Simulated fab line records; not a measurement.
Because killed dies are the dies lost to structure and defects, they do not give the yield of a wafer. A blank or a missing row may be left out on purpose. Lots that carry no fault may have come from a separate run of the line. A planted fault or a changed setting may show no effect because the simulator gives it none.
Which of the tools did it?	flow n5_finfet	route of 1938 steps, sampled at 1 step: 10 lots, 29 wafers

## WHAT THE GAUGES SHOWED, per wafer
N5_BEOL_M4_RC_MEAS_101.
lot	measured	on	DIBL_N (mV/V)
L825	day 7 14:53	prober-01	34.6 39.5 40.4
L829	day 8 11:29	prober-01	38.7 37.9 39.3
L836	day 10 10:10	prober-01	32.9 37.9
L838	day 11 02:58	prober-02	33.8 36.5 32.0
L840	day 11 03:20	prober-01	38.5 36.3 38.6
L839	day 11 14:58	prober-01	37.3 34.7 36.9
L841	day 11 20:58	prober-02	38.9 35.0 36.6
L843	day 12 16:10	prober-02	34.0 36.2 34.6
L845	day 12 22:41	prober-02	36.9 37.4 34.4
L847	day 13 15:09	prober-02	34.2 34.4 36.8

## TOOL THAT RAN EACH LOT (tool first, then ch and the chambers of the sampled wafers, then the start)
Before these readings, the record contains no process step.

## THE ANSWER, worked out from the rows above alone
Rule: what is usual is taken from the lots themselves. The widest of any qualifying gaps counts: lots, ordered by their means at a reading, are off when they make up no more than a third of the lots, leave a main group of 4 or more, and stand apart from it by 3 or more times the standard deviation of that group's means. The tables above print the reading to a certain number of digits; a main group whose means all agree to those digits is not used. A lot without any number at a reading at which 4 lots or more have one is off too. Any other lot the step has rows for is counted as sound.
No lot is off at any reading shown: from this, nothing can be told.

## WHAT THE SIMULATOR HAD PUT IN
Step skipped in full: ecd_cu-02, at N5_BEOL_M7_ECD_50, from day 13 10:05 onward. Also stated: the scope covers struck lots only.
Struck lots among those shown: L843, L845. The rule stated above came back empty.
